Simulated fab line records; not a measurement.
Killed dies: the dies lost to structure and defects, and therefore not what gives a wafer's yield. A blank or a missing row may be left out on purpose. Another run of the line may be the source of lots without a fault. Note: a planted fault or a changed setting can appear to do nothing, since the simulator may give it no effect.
Chamber matching ; flow n5_finfet ; 4 sister chambers for N5_BEOL_M3_ALD_98 on ald_sin-01
The step deposits SiO2, target thk 2.5 nm, pulse time 1 s, co reactant pulse time 1 s. 4 wafers are shown with their chamber, then 7 later ones without.

WAFERS WITH THEIR CHAMBER
wafer;chamber;heater_power_w (W)
L759.2;3;72
L759.6;2;71
L760.1;0;73
L760.3;1;90

WAFERS WITHOUT THEIR CHAMBER
wafer;heater_power_w (W)
L760.5;72
L761.3;73
L761.5;69
L761.6;74
L762.2;69
L762.4;94
L762.5;71

THE CHAMBER EACH PASSED THROUGH
wafer;from the rows above;in truth
L760.5;can't be placed: 3 or 0 or 2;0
L761.3;can't be placed: 0 or 3 or 2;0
L761.5;can't be placed: 2 or 3 or 0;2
L761.6;can't be placed: 0 or 3 or 2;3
L762.2;can't be placed: 2 or 3 or 0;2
L762.4;1;1
L762.5;can't be placed: 2 or 3 or 0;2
1 of 7 placed correctly. Can't be placed from these rows: 6 (the true chamber is among the candidates in 6). 0 placed wrongly.
How it was worked out, from the rows above alone: a wafer's distance from a chamber is the root of the sum, over the readings, of the square of ((its reading less the chamber's mean) divided by the reading's scatter). The wafer belongs to the nearest chamber; if the next one is less than 2 further off, it can't be placed. A chamber's mean is the mean of its shown wafers. The scatter (one wafer shown for each chamber): square how far every hidden wafer sits from the nearest shown wafer, average those squares and take the square root.
